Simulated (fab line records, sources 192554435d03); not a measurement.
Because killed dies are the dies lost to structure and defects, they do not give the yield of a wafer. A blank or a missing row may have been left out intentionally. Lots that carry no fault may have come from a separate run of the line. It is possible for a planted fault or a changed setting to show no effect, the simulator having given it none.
Chamber matching / flow n5_finfet / cmp-03 running N5_BEOL_M4_CMP_52: 4 sister chambers
The step polishes, stops on SiOC, t overpolish 6.8 s, target thk 40 nm. 20 wafers are shown with their chamber, then 10 later ones without.

EACH WAFER AND ITS CHAMBER
wafer=L078.1; chamber=2; motor_current_A (A)=5.5; time_to_endpoint_s (s)=62.2; head_pressure_psi (psi)=1.0005
wafer=L078.2; chamber=1; motor_current_A (A)=7.1; time_to_endpoint_s (s)=62.6; head_pressure_psi (psi)=0.9989
wafer=L078.5; chamber=2; motor_current_A (A)=5.4; time_to_endpoint_s (s)=65.5; head_pressure_psi (psi)=0.9998
wafer=L082.1; chamber=2; motor_current_A (A)=5.5; time_to_endpoint_s (s)=66.4; head_pressure_psi (psi)=0.9999
wafer=L082.3; chamber=1; motor_current_A (A)=7.0; time_to_endpoint_s (s)=65.4; head_pressure_psi (psi)=0.9963
wafer=L082.5; chamber=0; motor_current_A (A)=5.7; time_to_endpoint_s (s)=63.6; head_pressure_psi (psi)=0.9974
wafer=L086.4; chamber=2; motor_current_A (A)=5.6; time_to_endpoint_s (s)=62.4; head_pressure_psi (psi)=0.9991
wafer=L086.5; chamber=3; motor_current_A (A)=6.5; time_to_endpoint_s (s)=62.3; head_pressure_psi (psi)=1.0008
wafer=L086.6; chamber=0; motor_current_A (A)=5.9; time_to_endpoint_s (s)=62.1; head_pressure_psi (psi)=0.9990
wafer=L088.2; chamber=3; motor_current_A (A)=6.4; time_to_endpoint_s (s)=64.3; head_pressure_psi (psi)=0.9998
wafer=L088.4; chamber=0; motor_current_A (A)=6.0; time_to_endpoint_s (s)=67.6; head_pressure_psi (psi)=1.0019
wafer=L088.5; chamber=2; motor_current_A (A)=5.4; time_to_endpoint_s (s)=67.3; head_pressure_psi (psi)=0.9960
wafer=L093.3; chamber=0; motor_current_A (A)=6.0; time_to_endpoint_s (s)=61.4; head_pressure_psi (psi)=1.0026
wafer=L093.5; chamber=3; motor_current_A (A)=5.9; time_to_endpoint_s (s)=62.3; head_pressure_psi (psi)=1.0018
wafer=L093.6; chamber=2; motor_current_A (A)=5.3; time_to_endpoint_s (s)=66.2; head_pressure_psi (psi)=1.0003
wafer=L092.1; chamber=2; motor_current_A (A)=5.4; time_to_endpoint_s (s)=65.4; head_pressure_psi (psi)=1.0000
wafer=L092.3; chamber=1; motor_current_A (A)=7.1; time_to_endpoint_s (s)=68.9; head_pressure_psi (psi)=0.9989
wafer=L092.4; chamber=3; motor_current_A (A)=6.2; time_to_endpoint_s (s)=63.7; head_pressure_psi (psi)=1.0011
wafer=L094.1; chamber=3; motor_current_A (A)=6.6; time_to_endpoint_s (s)=60.6; head_pressure_psi (psi)=0.9976
wafer=L094.2; chamber=2; motor_current_A (A)=5.3; time_to_endpoint_s (s)=65.4; head_pressure_psi (psi)=1.0009

SIGNATURES (means of the wafers above)
reading=motor_current_A; chamber 0=5.900; chamber 1=7.067; chamber 2=5.425; chamber 3=6.320; scatter within a chamber=0.168
reading=time_to_endpoint_s; chamber 0=63.675; chamber 1=65.633; chamber 2=65.100; chamber 3=62.640; scatter within a chamber=2.17
reading=head_pressure_psi; chamber 0=1.000225; chamber 1=0.998033; chamber 2=0.999563; chamber 3=1.000220; scatter within a chamber=0.00176
Rule: for a wafer and a chamber, the distance is found by dividing, reading by reading, the gap between the wafer's reading and the chamber's mean by the reading's scatter, squaring, summing and taking the root. If the next closest chamber is less than 2 further off than the closest, the wafer can't be placed; otherwise it belongs to the closest. The scatter is the square root of a quotient: the sum, over the shown wafers, of each reading's squared deviation from its chamber's mean, divided by wafers minus chambers.

WAFERS WITHOUT THEIR CHAMBER
wafer=L094.6; motor_current_A (A)=5.3; time_to_endpoint_s (s)=64.7; head_pressure_psi (psi)=0.9985
wafer=L095.2; motor_current_A (A)=6.0; time_to_endpoint_s (s)=63.7; head_pressure_psi (psi)=0.9995
wafer=L095.3; motor_current_A (A)=6.4; time_to_endpoint_s (s)=63.3; head_pressure_psi (psi)=0.9994
wafer=L095.5; motor_current_A (A)=6.3; time_to_endpoint_s (s)=62.8; head_pressure_psi (psi)=1.0012
wafer=L096.1; motor_current_A (A)=5.3; time_to_endpoint_s (s)=71.0; head_pressure_psi (psi)=0.9999
wafer=L096.2; motor_current_A (A)=6.2; time_to_endpoint_s (s)=64.0; head_pressure_psi (psi)=0.9986
wafer=L096.4; motor_current_A (A)=6.0; time_to_endpoint_s (s)=69.8; head_pressure_psi (psi)=1.0000
wafer=L097.1; motor_current_A (A)=5.8; time_to_endpoint_s (s)=63.3; head_pressure_psi (psi)=0.9984
wafer=L097.4; motor_current_A (A)=5.7; time_to_endpoint_s (s)=63.9; head_pressure_psi (psi)=1.0010
wafer=L097.6; motor_current_A (A)=5.3; time_to_endpoint_s (s)=61.9; head_pressure_psi (psi)=1.0006

WHICH CHAMBER EACH WENT THROUGH
wafer=L094.6; from the rows above=2; in truth=2
wafer=L095.2; from the rows above=can't be placed: 0 or 3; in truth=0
wafer=L095.3; from the rows above=3; in truth=3
wafer=L095.5; from the rows above=can't be placed: 3 or 0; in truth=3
wafer=L096.1; from the rows above=2; in truth=2
wafer=L096.2; from the rows above=can't be placed: 3 or 0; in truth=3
wafer=L096.4; from the rows above=can't be placed: 0 or 3 or 2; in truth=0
wafer=L097.1; from the rows above=can't be placed: 0 or 2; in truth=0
wafer=L097.4; from the rows above=can't be placed: 0 or 2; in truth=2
wafer=L097.6; from the rows above=can't be placed: 2 or 0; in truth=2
Correctly placed: 3 of 10. Unplaceable from these rows: 7, with the true chamber sitting among the candidates in 7. Wrongly placed: 0.
